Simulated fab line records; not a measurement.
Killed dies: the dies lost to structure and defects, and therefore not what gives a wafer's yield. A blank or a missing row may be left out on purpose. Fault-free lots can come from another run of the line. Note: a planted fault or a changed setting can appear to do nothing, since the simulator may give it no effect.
A lot that was struck, set against a sound lot    flow nandHarc    15 out of 1159 route steps
Sound: the wafers L989.4, L989.5, L989.6. Wafers L101.1, L101.2, L101.5 were the ones struck. At the end, the cause is stated.
Each step with rows lists, per side, the tool, then ch with its chambers, then its first start. Under that, the readings that differ: sound wafers    struck wafers    difference of the means    sigmas: that difference in standard deviations of wafers without a fault.
alike: a reading whose means differ by less than 2 such deviations, as well as words and numbers matching on both sides. not compared: withheld readings; readings where some wafer has no value; bounds like >300 that might hide an equal value; numbers whose values overlap and for which the record gives no deviation.
The two part at a step that has a row with sigmas, a row that says differs or no value, or rows on one side only. Numbers that don't overlap but have no deviation are shown without sigmas and don't part them. A reading that every wafer of one side lacks parts them only if that side has two wafers or more.

first, 3 steps without rows for these wafers: NHARC_P_GATE_EXPOSE_08 (exposes mask P HV); NHARC_P_GATE_PEB_09 (peb time 85 s); NHARC_P_GATE_DEVELOP_10 (time 70 s).
NHARC_P_GATE_CD_MEAS_11 targets a cd of 1640 nm.
  sound on cdSem-01 ch 0, day 4 03:32; struck on cdSem-02 ch 0, day 7 05:46
  alike: cdNm
then, 1 step without rows for these wafers: NHARC_P_GATE_HARDBAKE_12 (time 80 s).
NHARC_P_GATE_DESCUM_13: chemistry O2, time 3 s.
  sound on rieDiel-03 ch 0,2,3, day 4 03:59; struck on rieDiel-03 ch 1,2, day 7 05:56
  alike: drypumpMotorCurrentA, oesProductAu, rfVppV, showerheadPlenumPTorr, throttleValvePct
  not compared: rfHoursCounterH
then, 6 steps without rows for these wafers: NHARC_P_GATE_ETCH_14 (etches SiO2 in dHF, target depth 48.8 nm); NHARC_P_GATE_STRIP_15 (strips in SPM, time 780 s); NHARC_P_GATE_PRECLEAN_71 (cleans in SC1); NHARC_P_GATE_SRD_72; NHARC_P_GATE_OXIDE_16 (material SiO2, target thk 3 nm, ox time 392 s); NHARC_P_GATE_CVD_17 (deposits poly-Si, target thk 150 nm, time 900 s).
NHARC_P_GATE_HM_DEP_102: deposits aC, target thk 120 nm.
  sound on aclDep-01 ch 0, day 4 18:22; struck on aclDep-01 ch 0, day 7 20:01
reading               sound                 struck                difference  sigmas
throttleValvePct (%)  35.012 35.008 35.016  34.995 34.984 34.997  -0.020      -2
NHARC_P_GATE_DEP_103: deposits SiON, target thk 30 nm.
  sound on pecvd-01 ch 0,1,2, day 4 18:49; struck on pecvd-03 ch 0,1, day 7 20:55
  alike: heaterPowerW
-- break in the record here, with 16 days between the starts of the struck wafers on either side (left off in module P_GATE, picked up again in module END, where the first step shown is number 1159 on the route) --
NHARC_END_SORT_01:
  here the record holds rows for the struck wafers (prober-02 ch 0, day 24 05:19) but none for the sound ones

## WHERE THEY PART
At NHARC_P_GATE_HM_DEP_102 first; at NHARC_END_SORT_01 last (within this record only).

WHY: the cause the simulator had injected
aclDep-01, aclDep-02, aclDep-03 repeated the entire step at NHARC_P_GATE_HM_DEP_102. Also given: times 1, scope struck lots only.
